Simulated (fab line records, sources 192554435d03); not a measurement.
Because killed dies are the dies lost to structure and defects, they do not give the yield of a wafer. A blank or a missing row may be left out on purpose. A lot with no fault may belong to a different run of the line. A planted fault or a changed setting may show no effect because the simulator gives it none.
Matching of chambers :: flow n5 finfet :: N5_BEOL_M7_ETCH_72 on rie diel-01: 4 sister chambers
The step etches underlayer in N2/H2, target depth 6.5 nm, time 5.2 s. 14 wafers are shown with their chamber, then 7 later ones without.

WAFERS, EACH WITH ITS CHAMBER
wafer: L432.3
chamber: 2
drypump motor current A (A): 5.1
showerhead plenum p Torr (Torr): 2.64
throttle valve pct (%): 17.83

wafer: L432.5
chamber: 3
drypump motor current A (A): 5.9
showerhead plenum p Torr (Torr): 2.51
throttle valve pct (%): 17.91

wafer: L432.6
chamber: 0
drypump motor current A (A): 6.2
showerhead plenum p Torr (Torr): 2.40
throttle valve pct (%): 18.13

wafer: L436.1
chamber: 2
drypump motor current A (A): 5.1
showerhead plenum p Torr (Torr): 2.63
throttle valve pct (%): 17.83

wafer: L436.3
chamber: 1
drypump motor current A (A): 6.4
showerhead plenum p Torr (Torr): 2.54
throttle valve pct (%): 18.09

wafer: L436.6
chamber: 3
drypump motor current A (A): 5.9
showerhead plenum p Torr (Torr): 2.51
throttle valve pct (%): 17.93

wafer: L438.3
chamber: 1
drypump motor current A (A): 6.4
showerhead plenum p Torr (Torr): 2.54
throttle valve pct (%): 18.11

wafer: L438.4
chamber: 0
drypump motor current A (A): 6.2
showerhead plenum p Torr (Torr): 2.40
throttle valve pct (%): 18.16

wafer: L438.5
chamber: 3
drypump motor current A (A): 6.0
showerhead plenum p Torr (Torr): 2.51
throttle valve pct (%): 17.89

wafer: L443.2
chamber: 0
drypump motor current A (A): 6.2
showerhead plenum p Torr (Torr): 2.39
throttle valve pct (%): 18.19

wafer: L443.5
chamber: 3
drypump motor current A (A): 5.9
showerhead plenum p Torr (Torr): 2.51
throttle valve pct (%): 17.47

wafer: L443.6
chamber: 2
drypump motor current A (A): 5.1
showerhead plenum p Torr (Torr): 2.63
throttle valve pct (%): 17.90

wafer: L444.4
chamber: 1
drypump motor current A (A): 6.4
showerhead plenum p Torr (Torr): 2.53
throttle valve pct (%): 18.14

wafer: L444.5
chamber: 0
drypump motor current A (A): 6.2
showerhead plenum p Torr (Torr): 2.39
throttle valve pct (%): 18.18

SIGNATURES (averages over the wafers above)
reading: drypump motor current A
chamber 0: 6.200
chamber 1: 6.400
chamber 2: 5.100
chamber 3: 5.925
scatter within a chamber: 0.0274

reading: showerhead plenum p Torr
chamber 0: 2.3950
chamber 1: 2.5367
chamber 2: 2.6333
chamber 3: 2.5100
scatter within a chamber: 0.00483

reading: throttle valve pct
chamber 0: 18.1650
chamber 1: 18.1133
chamber 2: 17.8533
chamber 3: 17.8000
scatter within a chamber: 0.124
Rule: distance of a wafer from a chamber = root of the sum over the readings of ((wafer's reading minus chamber's mean) / reading's scatter) squared. The wafer belongs to the nearest chamber; if the next one is less than 2 further off, it can't be placed. The scatter: the root of (the sum of the squares of (reading less its chamber's mean) over the shown wafers, divided by (wafers less chambers)).

WAFERS WHOSE CHAMBER IS MISSING
wafer: L444.6
drypump motor current A (A): 5.9
showerhead plenum p Torr (Torr): 2.51
throttle valve pct (%): 17.47

wafer: L451.2
drypump motor current A (A): 6.4
showerhead plenum p Torr (Torr): 2.53
throttle valve pct (%): 18.15

wafer: L451.3
drypump motor current A (A): 6.2
showerhead plenum p Torr (Torr): 2.38
throttle valve pct (%): 18.20

wafer: L451.5
drypump motor current A (A): 5.9
showerhead plenum p Torr (Torr): 2.50
throttle valve pct (%): 17.49

wafer: L452.1
drypump motor current A (A): 5.1
showerhead plenum p Torr (Torr): 2.62
throttle valve pct (%): 17.91

wafer: L452.3
drypump motor current A (A): 6.4
showerhead plenum p Torr (Torr): 2.52
throttle valve pct (%): 18.15

wafer: L452.5
drypump motor current A (A): 6.2
showerhead plenum p Torr (Torr): 2.38
throttle valve pct (%): 18.22

CHAMBER TAKEN BY EACH
wafer: L444.6
from the rows above: 3
in truth: 3

wafer: L451.2
from the rows above: 1
in truth: 1

wafer: L451.3
from the rows above: 0
in truth: 0

wafer: L451.5
from the rows above: 3
in truth: 3

wafer: L452.1
from the rows above: 2
in truth: 2

wafer: L452.3
from the rows above: 1
in truth: 1

wafer: L452.5
from the rows above: 0
in truth: 0
Placed correctly: 7 of 7. Left unplaced by these rows: 0. Placed wrongly: 0.
